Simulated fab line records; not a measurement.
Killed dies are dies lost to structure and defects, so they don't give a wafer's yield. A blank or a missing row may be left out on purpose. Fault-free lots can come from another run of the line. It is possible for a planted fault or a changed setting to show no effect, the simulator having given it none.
Matching of chambers -- flow nandHarc -- 4 sister chambers for NHARC_HYBRID_BOND_ACTIVATE_00 on rieDiel-09
The step chemistry N2, time 60 s. 22 wafers are shown with their chamber, then 11 later ones without.

== WAFERS, EACH WITH ITS CHAMBER ==
wafer,chamber,drypumpMotorCurrentA (A),oesProductAu (a.u.),rfVppV (V)
L599.4,3,5.4,1.016,64.5
L599.5,3,5.4,1.024,65.0
L599.6,0,5.3,1.014,62.6
L601.3,0,5.4,1.023,65.0
L601.4,1,4.9,0.994,63.8
L601.5,3,5.4,1.022,65.2
L603.2,0,5.3,1.033,63.9
L603.3,1,4.9,0.996,64.0
L603.4,2,5.3,1.006,63.5
L604.1,2,5.3,1.013,62.7
L604.4,1,4.9,0.993,63.5
L604.5,2,5.3,1.005,63.3
L605.1,1,4.9,0.984,63.6
L605.3,2,5.3,1.008,64.0
L605.6,1,4.9,0.985,64.6
L607.1,1,4.9,0.996,64.0
L607.2,2,5.3,1.002,62.6
L607.5,2,5.3,1.004,63.3
L609.3,3,5.4,1.013,65.1
L609.4,1,4.9,0.983,66.0
L609.5,1,4.9,0.985,65.4
L610.1,3,5.4,1.016,64.7

SIGNATURES (means of the wafers above)
reading,chamber 0,chamber 1,chamber 2,chamber 3,scatter within a chamber
drypumpMotorCurrentA,5.333,4.900,5.300,5.400,0.0192
oesProductAu,1.02333,0.98950,1.00633,1.01820,0.00562
rfVppV,63.833,64.362,63.233,64.900,0.756
Rule: for a wafer and a chamber, the distance is found by dividing, reading by reading, the gap between the wafer's reading and the chamber's mean by the reading's scatter, squaring, summing and taking the root. If the next closest chamber is less than 2 further off than the closest, the wafer can't be placed; otherwise it belongs to the closest. How the scatter is found: for the shown wafers, subtract from each reading the mean of its chamber, square and add these, divide the total by (wafers less chambers), then take the root.

== WAFERS MISSING THEIR CHAMBER ==
wafer,drypumpMotorCurrentA (A),oesProductAu (a.u.),rfVppV (V)
L610.4,4.9,0.985,64.9
L610.6,5.3,1.008,64.7
L613.2,4.9,0.985,65.3
L613.4,5.3,1.017,62.9
L613.6,5.3,1.017,63.9
L621.2,5.3,1.013,63.8
L621.3,4.9,1.000,64.6
L621.5,4.9,0.988,62.4
L622.1,5.3,1.000,64.1
L622.2,5.3,1.003,61.9
L622.3,4.9,0.992,64.7

== EACH ONE'S CHAMBER ==
wafer,from the rows above,in truth
L610.4,1,1
L610.6,can't be placed: 2 or 0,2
L613.2,1,1
L613.4,can't be placed: 2 or 0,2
L613.6,can't be placed: 0 or 2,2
L621.2,can't be placed: 2 or 0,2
L621.3,1,1
L621.5,1,1
L622.1,2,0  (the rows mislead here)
L622.2,2,2
L622.3,1,1
Placed correctly: 6 of 11. Can't be placed from these rows: 4 (the true chamber is among the candidates in 4). 1 placed wrongly.
